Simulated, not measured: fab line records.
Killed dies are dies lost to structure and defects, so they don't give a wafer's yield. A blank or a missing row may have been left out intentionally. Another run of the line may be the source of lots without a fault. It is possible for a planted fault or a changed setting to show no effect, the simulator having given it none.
Comparing a struck lot with a sound one    flow n5 finfet    15 steps out of a route of 1938
Sound: these wafers, L106.2, L106.3, L106.4. Struck: wafer L118.4. (L118.2, L118.5 of the same lot were not struck and are left out.) The cause comes at the end.
Each step with rows lists, per side, the tool, then ch with its chambers, then its first start. Under that, the readings that differ: sound wafers    struck wafers    difference of the means    sigmas: that difference in standard deviations of wafers without a fault.
alike: same words and numbers on both sides, and readings whose means sit less than 2 such deviations apart. not compared: any withheld reading, any reading some wafer has no value for, any bound like >300 that may hide the same value, and any number with overlapping values for which the record gives no deviation.
Wherever a step has rows on one side only, a row that says differs or no value, or a row with sigmas, the two part there. When numbers do not overlap yet have no deviation, they are printed without sigmas and do not part them. A reading that every wafer of one side lacks parts them only if that side has two wafers or more.

first, 1 step without rows for these wafers: N5_BEOL_M9_TRENCH_ETCH_37 (etches SiCOH lowk in C4F6/O2, target depth 151.43 nm, time 49 s).
N5_BEOL_M9_ETCH_41: etches SiCN in CH3F/O2, target depth 36.6 nm, time 70.1 s.
  sound on rie diel-06 ch 1,2,3; struck on rie diel-04 ch 1
reading                 sound      struck  difference  sigmas
rf hours counter h (h)  159 94 17  7       -83         
  alike: drypump motor current A, oes product au, rf vpp V, showerhead plenum p Torr, throttle valve pct
N5_BEOL_M9_STRIP_80: strips in N2/H2, time 10 s.
  sound on rie diel-06 ch 1,2,3; struck on rie diel-04 ch 1
reading                 sound      struck  difference  sigmas
rf hours counter h (h)  159 94 17  7       -83         
  alike: drypump motor current A, oes product au, rf vpp V, showerhead plenum p Torr, throttle valve pct
N5_BEOL_M9_OCD_MEAS_38:
  sound on ocd-01 at day 12 00:08; struck on ocd-01 at day 13 15:43
  alike: trench depth nm
then, 4 steps without rows for these wafers: N5_BEOL_M9_HM_STRIP_39 (strips TiN in peroxide tin strip, target depth 25 nm, time 158 s); N5_BEOL_M9_SRD_40 (time 30 s); N5_BEOL_M9_PRECLEAN_42 (cleans in residue remover, time 60 s); N5_BEOL_M9_SRD_43 (time 30 s).
N5_BEOL_M9_CD_MEAS_35: target cd 70 nm, target cd y 40 nm.
  sound on cd sem-02 at day 12 00:17; struck on cd sem-03 at day 13 15:52
  alike: cd nm
N5_BEOL_M9_CURE_72: cures SiCOH lowk, time 120 s.
  sound on uv cure-03 ch 0, day 12 00:23; struck on uv cure-02 ch 1, day 13 15:58
  alike: lamp power pct, wafer_temp_C_max
then, 1 step without rows for these wafers: N5_BEOL_M9_DEGAS_44 (time 60 s).
N5_BEOL_M9_PRE_CLEAN_45: time 30 s.
  sound on pvd sputter-02 at day 12 00:41; struck on pvd sputter-03 at day 13 16:22
  alike: heater power w
N5_BEOL_M9_ALD_74: deposits TaN, target thk 2 nm, pulse time 2 s, purge time 3 s.
  sound on ald metal-02 ch 1,2,3, day 12 00:46; struck on ald metal-04 ch 0, day 13 16:25
reading     sound     struck  difference  sigmas
ald cycles  40 40 40  36      -4          
  alike: heater power w
N5_BEOL_M9_SURFACE_TREAT_79:
  sound on pvd sputter-02 at day 12 01:07; struck on pvd sputter-01 at day 13 18:05
  not compared: throttle valve pct
-- a jump in the record: the struck wafers' starts before and after are 2 days apart (it breaks off in module BEOL_M9 and resumes in module PASSIVATION, where the first step shown is number 1936 of the route) --
N5_PASSIVATION_PROBE_49:
  sound on prober-01 at day 14 19:49; struck on prober-02 at day 16 00:38
reading                   sound           struck  difference  sigmas
defect limited yield (%)  89.2 91.7 92.3  87.6    -3.5        -2
killed_at_M0_to_M3        18 41 20        71      +45         +4
killed dies               128 98 91       146     +40         +2
killed open               88 66 54        101     +32         +2
sort_bin_6_memory (%)     3.8 3.3 2.2     4.8     +1.7        +2
sort n pass               1052 1082 1089  1034    -40         -2
sort yield pct (%)        89.2 91.7 92.3  87.6    -3.5        -2
  alike: killed_at_M4_up, killed at contacts, killed at front end, killed at other, killed short, sort_bin_4_leakage, sort_bin_5_function

WHERE THEY PART
Only at N5_PASSIVATION_PROBE_49, within this record.

WHY: the cause the simulator had injected
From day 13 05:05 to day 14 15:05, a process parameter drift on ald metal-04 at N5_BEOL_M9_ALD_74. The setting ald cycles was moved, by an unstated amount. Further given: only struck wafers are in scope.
